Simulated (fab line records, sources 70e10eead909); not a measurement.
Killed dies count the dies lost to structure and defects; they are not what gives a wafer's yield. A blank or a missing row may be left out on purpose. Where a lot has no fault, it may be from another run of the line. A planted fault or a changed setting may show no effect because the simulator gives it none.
A struck lot beside a sound one | flow nand-harc | 14 out of 1302 route steps
Sound: the wafers L579.2, L579.5, L579.6. Wafers struck: L578.2, L578.3, L578.4. At the end, the cause is stated.
For every step that has rows: the tool of each side, followed by ch and its chambers, followed by its first start. Under that, the readings that differ: sound wafers | struck wafers | difference of the means | sigmas: that difference in standard deviations of wafers without a fault.
alike: words and numbers the same on both sides, and readings whose means are apart by under 2 such deviations; not compared: readings that were withheld, readings missing a value for some wafer, numbers with overlapping values and no deviation given by the record, and bounds like >300 which may hide the same value.
A row with sigmas, a row that says differs or no value, or rows on one side alone: a step with any of these is where the two part. Non-overlapping numbers with no deviation appear without sigmas and do not part them. A reading that every wafer of one side lacks parts them only if that side has two wafers or more.

NHARC_A_M0_INSPECT_27:
  sound: defect-inspect-01 at day 26 19:06; struck: defect-inspect-01 at day 26 14:05
  alike: raw-defect-count
NHARC_A_M0_PRE_CLEAN_31: time 12 s.
  sound on pecvd-02 ch 0,2, day 26 19:12; struck on pecvd-04 ch 0,1, day 26 14:10
  alike: heater-power-w
NHARC_A_M0_DEP_32: deposits SiCN, target thk 30 nm.
  sound on pecvd-02 ch 0,2, day 26 19:20; struck on pecvd-04 ch 0,1, day 26 14:14
  alike: heater-power-w
then, 9 steps without rows for these wafers: NHARC_A_M1_DEP_00 (deposits SiOC, target thk 182.5 nm); NHARC_A_M1_DEHYDRATE_01 (time 120 s); NHARC_A_M1_HMDS_02 (time 30 s); NHARC_A_M1_COAT_34 (time 65 s); NHARC_A_M1_COAT_03 (resist thk 90 nm); NHARC_A_M1_SOFTBAKE_04 (time 55 s); NHARC_A_M1_EBR_05; NHARC_A_M1_EXPOSE_06 (exposes mask A M1, target cd 120 nm); NHARC_A_M1_PEB_07 (peb time 65 s).
NHARC_A_M1_DEVELOP_08: develop time 35 s.
  sound on litho-track-04 ch 0, day 26 20:00; struck on litho-track-01, day 26 15:00
  no value came back on the struck wafers for chill-plate-temp-C (C), develop-time-s (s); on the sound wafers chill-plate-temp-C (C) reads 23.21 23.09 23.04
NHARC_A_M1_CD_MEAS_09 targets a cd of 120 nm.
  sound on cd-sem-03 ch 0, day 26 20:30; struck on cd-sem-01 ch 0, day 26 15:22
  reading    | sound             | struck | difference                    | sigmas
  cd-nm (nm) | 120.0 119.8 118.8 | - - -  | no value on the struck wafers |

## WHERE THEY PART
Last at NHARC_A_M1_CD_MEAS_09 as far as this record goes, first at NHARC_A_M1_DEVELOP_08.

WHY: the cause the simulator had injected
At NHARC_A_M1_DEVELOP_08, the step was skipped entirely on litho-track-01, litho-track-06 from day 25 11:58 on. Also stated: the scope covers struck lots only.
